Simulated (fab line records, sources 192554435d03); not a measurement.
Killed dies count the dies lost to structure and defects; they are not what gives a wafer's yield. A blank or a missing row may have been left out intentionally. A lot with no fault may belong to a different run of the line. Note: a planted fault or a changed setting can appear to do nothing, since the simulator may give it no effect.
A struck lot beside a sound one | flow n5_finfet | 16 out of 1938 route steps
Sound: the wafers L828.4, L828.5, L828.6. The struck wafers were L832.1, L832.3, L832.5. The cause is given at the end.
Order at every step that has rows: each side's tool, ch and its chambers, its first start. Under that, the readings that differ: sound wafers | struck wafers | difference of the means | sigmas: that difference in standard deviations of wafers without a fault.
alike: same words and numbers on both sides, and readings whose means sit less than 2 such deviations apart. not compared: any withheld reading, any reading some wafer has no value for, any bound like >300 that may hide the same value, and any number with overlapping values for which the record gives no deviation.
A row with sigmas, a row that says differs or no value, or rows on one side alone: a step with any of these is where the two part. Numbers that have no deviation but don't overlap get no sigmas and don't part them. A reading that every wafer of one side lacks parts them only if that side has two wafers or more.

N5_BEOL_M2_SPUTTER_92: material Cu, target thk 4.5 nm, time 8.29 s.
  sound on pvd_sputter-03 at day 8 05:09; struck on pvd_sputter-01 at day 8 21:37
  alike: throttle_valve_pct
then, 2 steps without rows for these wafers: N5_BEOL_M2_ANNEAL_93 (time 240 s); N5_BEOL_M2_SPUTTER_94 (material Cu, target thk 4.5 nm, time 8.29 s).
N5_BEOL_M2_ANNEAL_95: time 240 s.
  sound on pvd_sputter-03 at day 8 05:27; struck on pvd_sputter-01 at day 8 21:55
  alike: heater_power_w
N5_BEOL_M2_SPUTTER_96: material Cu, target thk 4.5 nm, time 8.29 s.
  sound on pvd_sputter-03 at day 8 05:35; struck on pvd_sputter-01 at day 8 22:03
  alike: throttle_valve_pct
then, 2 steps without rows for these wafers: N5_BEOL_M2_ECD_50 (material Cu, target thk 300 nm); N5_BEOL_M2_ANNEAL_51 (time 90 s).
N5_BEOL_M2_CMP_52: polishes, stops on SiOC, t overpolish 6.8 s, target thk 40 nm.
  sound on cmp-03 ch 0,3, day 8 06:07; struck on cmp-03 ch 0,1,2, day 8 22:37
  alike: barrier_field_endpoint_s, motor_current_A, overpolish_run_s, time_to_endpoint_s
N5_BEOL_M2_THK_MEAS_53: measures by xrf.
  sound on film_metro-02 at day 8 06:23; struck on film_metro-02 at day 8 22:50
  alike: M2_THK
then, 1 step without rows for these wafers: N5_BEOL_M2_PRE_CLEAN_60 (time 15 s).
N5_BEOL_M2_CO_CAP_55: material Co, precursor CCTBA/H2, target thk 2 nm, time 102.1 s.
  sound on cvd_co-02 ch 0,1,2, day 8 06:29; struck on cvd_co-01 ch 0,1, day 8 22:55
  alike: heater_power_w
  not compared: since_wet_clean_h
then, 1 step without rows for these wafers: N5_BEOL_M2_PRE_CLEAN_56 (time 15 s).
N5_BEOL_M2_DEP_57: deposits SiCN from 3MS/NH3, target thk 8 nm, time 14 s.
  sound on pecvd-02 ch 0,1,2, day 8 06:35; struck on pecvd-04 ch 1,2, day 8 23:02
  reading                                  | sound     | struck      | difference | sigmas
  model.SiCN_of_BEOL_M2_DEP_57.thk_nm (nm) | 8.2 8 8.2 | 7.6 7.4 7.4 | -0.7       |
  alike: showerhead_plenum_p_Torr, throttle_valve_pct
  not compared: since_wet_clean_h
N5_BEOL_M2_RS_MEAS_58: measurement is done with a four-point probe.
  sound on film_metro-02 at day 8 06:38; struck on film_metro-01 at day 8 23:06
  alike: M2_RS
N5_BEOL_M4_RC_MEAS_101:
  sound on prober-01 ch 0, day 9 00:50; struck on prober-01 ch 0, day 10 02:05
  alike: DIBL_N, DIBL_P, IOFF_N, IOFF_P, ION_N, ION_P, SS_N, SS_P, VT_N, VT_P
N5_PASSIVATION_PROBE_49:
  rows exist in the record for the sound wafers here (prober-01, day 13 02:32), none for the struck ones

## WHERE THEY PART
Within this record, at N5_PASSIVATION_PROBE_49 only.

WHY: what had been put in by the simulator
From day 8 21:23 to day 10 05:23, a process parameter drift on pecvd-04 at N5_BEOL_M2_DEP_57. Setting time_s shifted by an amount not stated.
